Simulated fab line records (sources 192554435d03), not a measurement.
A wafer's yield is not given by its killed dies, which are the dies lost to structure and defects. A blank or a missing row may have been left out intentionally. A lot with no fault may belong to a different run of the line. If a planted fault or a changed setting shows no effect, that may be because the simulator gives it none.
Chamber matching :: flow n5_finfet :: pecvd-02 running N5_FIN_SAQP_PECVD_47: 3 sister chambers
The step deposits a-Si from SiH4/He, target thk 45 nm, time 36.3 s. 3 wafers are shown with their chamber, then 7 later ones without.

## WAFERS, EACH WITH ITS CHAMBER
wafer: L088.5
chamber: 1
showerhead_plenum_p_Torr (Torr): 5.64

wafer: L089.1
chamber: 0
showerhead_plenum_p_Torr (Torr): 5.73

wafer: L089.5
chamber: 2
showerhead_plenum_p_Torr (Torr): 5.71

## WAFERS WHOSE CHAMBER IS MISSING
wafer: L089.6
showerhead_plenum_p_Torr (Torr): 5.72

wafer: L093.1
showerhead_plenum_p_Torr (Torr): 5.70

wafer: L093.4
showerhead_plenum_p_Torr (Torr): 5.64

wafer: L093.6
showerhead_plenum_p_Torr (Torr): 5.71

wafer: L096.1
showerhead_plenum_p_Torr (Torr): 5.73

wafer: L096.4
showerhead_plenum_p_Torr (Torr): 5.70

wafer: L096.5
showerhead_plenum_p_Torr (Torr): 5.71

## EACH ONE'S CHAMBER
wafer: L089.6
from the rows above: can't be placed: 2 or 0
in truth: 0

wafer: L093.1
from the rows above: 2
in truth: 2

wafer: L093.4
from the rows above: 1
in truth: 1

wafer: L093.6
from the rows above: 2
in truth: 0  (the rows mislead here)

wafer: L096.1
from the rows above: 0
in truth: 0

wafer: L096.4
from the rows above: 2
in truth: 2

wafer: L096.5
from the rows above: 2
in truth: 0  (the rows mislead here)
Correct placement for 4 of the 7. Cannot be placed on the basis of these rows: 1; the candidates contain the true chamber in 1. Placed wrongly: 2.
How it was worked out, from the rows above alone: a wafer's distance from a chamber is the root of the sum, over the readings, of the square of ((its reading less the chamber's mean) divided by the reading's scatter). If the next closest chamber is less than 2 further off than the closest, the wafer can't be placed; otherwise it belongs to the closest. Each chamber's mean is taken over the wafers shown for it. The scatter: with one shown wafer a chamber, the root of the mean of the squares of how far each hidden wafer lies from its nearest shown one.
